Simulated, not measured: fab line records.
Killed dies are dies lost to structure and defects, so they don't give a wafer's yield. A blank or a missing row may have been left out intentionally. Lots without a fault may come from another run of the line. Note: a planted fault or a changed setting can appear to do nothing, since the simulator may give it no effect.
A lot that was struck, set against a sound lot	flow n5 finfet	42 out of 1938 route steps
Sound: wafers L323.3, L323.4, L323.6. Struck: wafer L327.3. (L327.1 of the same lot was not struck and is left out.) The cause comes at the end.
Order at every step that has rows: each side's tool, ch and its chambers, its first start. Under that, the readings that differ: sound wafers	struck wafers	difference of the means	sigmas: that difference in standard deviations of wafers without a fault.
alike: words and numbers the same on both sides, and readings whose means are apart by under 2 such deviations; not compared: readings that were withheld, readings missing a value for some wafer, numbers with overlapping values and no deviation given by the record, and bounds like >300 which may hide the same value.
Wherever a step has rows on one side only, a row that says differs or no value, or a row with sigmas, the two part there. Numbers that have no deviation but don't overlap get no sigmas and don't part them. Lack of a reading on every wafer of one side parts them only where that side has two or more wafers.

first, 4 steps without rows for these wafers: N5_BEOL_M1_STRIP_36 (strips in N2/H2); N5_BEOL_M1_TRENCH_ETCH_37 (etches SiOC in C4F6/O2, target depth 55.207 nm, time 29 s); N5_BEOL_M1_ETCH_41 (etches SiCN in CH3F/O2, target depth 31.9 nm, time 57.8 s); N5_BEOL_M1_STRIP_97 (strips in N2/H2, time 10 s).
N5_BEOL_M1_OCD_MEAS_38:
  struck on ocd-02, day 10 00:20; sound on ocd-02, day 9 05:59
  alike: trench depth nm
then, 4 steps without rows for these wafers: N5_BEOL_M1_HM_STRIP_39 (strips TiN in peroxide tin strip, target depth 25 nm, time 158 s); N5_BEOL_M1_SRD_40 (time 30 s); N5_BEOL_M1_PRECLEAN_42 (cleans in residue remover, time 60 s); N5_BEOL_M1_SRD_43 (time 30 s).
N5_BEOL_M1_CD_MEAS_35: target cd 18 nm, target cd y 21 nm.
  struck on cd sem-03, day 10 00:29; sound on cd sem-03, day 9 06:08
  alike: cd nm
then, 2 steps without rows for these wafers: N5_BEOL_M1_DEGAS_44 (time 60 s); N5_BEOL_M1_PRE_CLEAN_45 (time 30 s).
N5_BEOL_M1_ALD_84: deposits TaN, pulse time 2 s, purge time 3 s, co reactant purge time 2 s.
  sound on ald metal-04 ch 1,2, day 9 06:19; struck on ald metal-04 ch 3, day 10 01:04
reading	sound	struck	difference	sigmas
ald cycles	30 30 30	22	-8	
  alike: heater power w
  not compared: model.TaN_of_BEOL_M1_ALD_84.thk nm
N5_BEOL_M1_SURFACE_TREAT_85:
  struck on pvd sputter-01, day 10 01:21; sound on pvd sputter-02, day 9 06:35
  not compared: throttle valve pct
then, 4 steps without rows for these wafers: N5_BEOL_M1_CVD_47 (deposits Co from CCTBA/H2, target thk 3 nm, time 223.8 s); N5_BEOL_M1_SPUTTER_48 (material Cu, target thk 4.5 nm, time 8.29 s); N5_BEOL_M1_ANNEAL_49 (time 240 s); N5_BEOL_M1_SPUTTER_79 (material Cu, target thk 4.5 nm, time 8.29 s).
N5_BEOL_M1_ANNEAL_80: time 240 s.
  struck on pvd sputter-03, day 10 01:58; sound on pvd sputter-02, day 9 07:10
  alike: heater power w
then, 8 steps without rows for these wafers: N5_BEOL_M1_SPUTTER_81 (material Cu, target thk 4.5 nm, time 8.29 s); N5_BEOL_M1_ANNEAL_82 (time 240 s); N5_BEOL_M1_SPUTTER_86 (material Cu, target thk 4.5 nm, time 8.29 s); N5_BEOL_M1_ANNEAL_87 (time 240 s); N5_BEOL_M1_SPUTTER_88 (material Cu, target thk 4.5 nm, time 8.29 s); N5_BEOL_M1_ANNEAL_89 (time 240 s); N5_BEOL_M1_SPUTTER_90 (material Cu, target thk 4.5 nm, time 8.29 s); N5_BEOL_M1_ANNEAL_91 (time 240 s).
N5_BEOL_M1_SPUTTER_92: material Cu, target thk 4.5 nm, time 8.29 s.
  struck on pvd sputter-03, day 10 02:59; sound on pvd sputter-02, day 9 08:11
  alike: chuck gas flow sccm, throttle valve pct
N5_BEOL_M1_ANNEAL_93: time 240 s.
  struck on pvd sputter-03, day 10 03:04; sound on pvd sputter-02, day 9 08:16
  alike: heater power w
then, 7 steps without rows for these wafers: N5_BEOL_M1_SPUTTER_94 (material Cu, target thk 4.5 nm, time 8.29 s); N5_BEOL_M1_ANNEAL_95 (time 240 s); N5_BEOL_M1_SPUTTER_96 (material Cu, target thk 4.5 nm, time 8.29 s); N5_BEOL_M1_ECD_50 (material Cu, target thk 300 nm); N5_BEOL_M1_ANNEAL_51 (time 90 s); N5_BEOL_M1_CMP_52 (polishes, stops on SiOC, t overpolish 6.8 s, target thk 40 nm); N5_BEOL_M1_PRE_CLEAN_60 (time 15 s).
N5_BEOL_M1_CO_CAP_55: material Co, precursor CCTBA/H2, target thk 2 nm, time 102.1 s.
  sound on cvd co-02 ch 0,2, day 9 09:29; struck on cvd co-02 ch 1, day 10 04:28
  alike: heater power w
then, 2 steps without rows for these wafers: N5_BEOL_M1_PRE_CLEAN_56 (time 15 s); N5_BEOL_M1_DEP_57 (deposits SiCN from 3MS/NH3, target thk 8 nm, time 14 s).
N5_BEOL_M1_INSPECT_59: inspects for defects (darkfield).
  struck on defect inspect-01, day 10 04:40; sound on defect inspect-02, day 9 09:41
  alike: raw defect count
-- record jumps: 3 days separate the struck wafers' starts on either side; left off in module BEOL_M1, taken up again in module BEOL_M4, whose first shown step is the route's number 1111 --
N5_BEOL_M4_RC_MEAS_101:
  sound on prober-01 ch 0, day 11 03:02; struck on prober-02 ch 0, day 12 20:25
reading	sound	struck	difference	sigmas
CHAIN_V0 (ohm/link)	234 237 244	188	-50	-4
CHAIN_V0_max_site (ohm/link)	245 246 247	193	-53	-4
COMB_M1 (S/m)	6.9e-11 5.9e-11 7.2e-11	1.15e-10	+4.83e-11	+4
COMB_M1_max_site (S/m)	8.5e-11 8.2e-11 9.9e-11	1.77e-10	+8.83e-11	+4
  alike: DIBL_N, DIBL_P, IOFF_N, IOFF_P, ION_N, ION_P, SS_N, SS_P, VT_N, VT_P
-- record jumps: 5 days separate the struck wafers' starts on either side; left off in module BEOL_M4, taken up again in module PASSIVATION, whose first shown step is the route's number 1936 --
N5_PASSIVATION_PROBE_49:
  struck on prober-02, day 17 14:43; sound on prober-01, day 15 14:29
reading	sound	struck	difference	sigmas
killed_at_M0_to_M3	43 61 40	73	+25	+3
  alike: defect limited yield, killed_at_M4_up, killed at contacts, killed at front end, killed at other, killed dies, killed open, killed short, sort_bin_4_leakage, sort_bin_5_function, sort_bin_6_memory, sort_bin_8_speed, sort n pass, sort yield pct

## WHERE THEY PART
Earliest at N5_BEOL_M4_RC_MEAS_101; latest, in this record, at N5_PASSIVATION_PROBE_49.

WHY: what had been put in by the simulator
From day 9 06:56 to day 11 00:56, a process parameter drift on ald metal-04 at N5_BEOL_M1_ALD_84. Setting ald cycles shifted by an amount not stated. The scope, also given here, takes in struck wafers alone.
